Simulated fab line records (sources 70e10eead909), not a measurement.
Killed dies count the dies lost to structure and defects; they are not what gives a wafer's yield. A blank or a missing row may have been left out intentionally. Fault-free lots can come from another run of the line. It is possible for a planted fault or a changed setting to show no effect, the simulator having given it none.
Which tool was responsible? | flow nand harc | 36 wafers from 12 lots sampled at 3 of the route's 1159 steps

## WHAT THE GAUGES READ, wafer by wafer
NHARC_P_M2_OVL_MEAS_10: pitch 340 nm.
lot  | measured     | on         | overlay x nm (nm)
L075 | day 6 13:47  | overlay-01 | 0.4 0.2 0.3
L078 | day 7 03:35  | overlay-02 | 0.3 0.7 0.1
L079 | day 7 12:57  | overlay-01 | -0.8 -0.9 -0.6
L081 | day 8 05:33  | overlay-01 | 0.2 0.3 0.0
L083 | day 8 16:02  | overlay-01 | -0.8 -0.7 -0.7
L087 | day 9 06:15  | overlay-01 | -1.0 -1.3 -0.8
L086 | day 9 07:14  | overlay-02 | 0.6 0.6 0.2
L090 | day 10 03:31 | overlay-02 | -0.1 0.1 -0.1
L091 | day 10 13:26 | overlay-01 | 0.0 -0.1 -0.2
L094 | day 10 18:05 | overlay-02 | -0.5 0.2 -0.7
L095 | day 11 10:02 | overlay-01 | 0.6 0.8 1.0
L097 | day 12 01:29 | overlay-02 | 0.4 1.0 0.9

## WHAT TOOL EACH LOT RAN ON (gives the tool, then ch and the chambers of the sampled wafers, and finally the start)
lot  | NHARC_P_M1_DESCUM_14               | NHARC_P_M1_PRE_CLEAN_30
L075 | rie diel-09 ch 0,2,3, day 6 09:31  | pvd sputter-03, day 6 13:47 or earlier
L078 | rie diel-06 ch 0,1,2, day 6 23:32  | pvd sputter-01, day 7 03:35 or earlier
L079 | rie diel-12 ch 0,1,3, day 7 08:15  | pvd sputter-01, day 7 12:57 or earlier
L081 | rie diel-12 ch 1,2,3, day 8 01:25  | pvd sputter-03, day 8 05:33 or earlier
L083 | rie diel-12 ch 1,2,3, day 8 11:59  | pvd sputter-02, day 8 16:02 or earlier
L087 | rie diel-09 ch 0,3, day 9 01:55    | pvd sputter-02, day 9 06:15 or earlier
L086 | rie diel-12 ch 2,3, day 9 02:57    | pvd sputter-03, day 9 07:14 or earlier
L090 | rie diel-12 ch 0,1,2, day 9 23:17  | pvd sputter-01, day 10 03:31 or earlier
L091 | rie diel-12 ch 1,2,3, day 10 09:23 | pvd sputter-02, day 10 13:26 or earlier
L094 | rie diel-12 ch 0,1,3, day 10 13:53 | pvd sputter-02, day 10 18:05 or earlier
L095 | rie diel-09 ch 1,2, day 11 05:47   | pvd sputter-02, day 11 10:02 or earlier
L097 | rie diel-06 ch 0,1,3, day 11 21:32 | pvd sputter-02, day 12 01:29 or earlier
- NHARC_P_M1_DESCUM_14: chemistry O2, time 3 s.
- NHARC_P_M1_PRE_CLEAN_30: time 30 s.

## THE ANSWER, worked out from the rows above alone
Rule: usual is defined by the lots themselves. Put in order of their means at a reading, lots are off if they are a third of the lots or fewer, leave a main group of 4 or more, and stand apart from it by a gap of 3 or more times the standard deviation of the main group's means; of several such gaps the widest counts. The tables above print the reading to a certain number of digits; a main group whose means all agree to those digits is not used. Also off: a lot with no number at a reading for which 4 or more lots have one. All remaining lots with rows at the step are treated as sound.
No lot is off on any of the readings shown, so nothing can be concluded from this.

## WHAT THE SIMULATOR PUT IN
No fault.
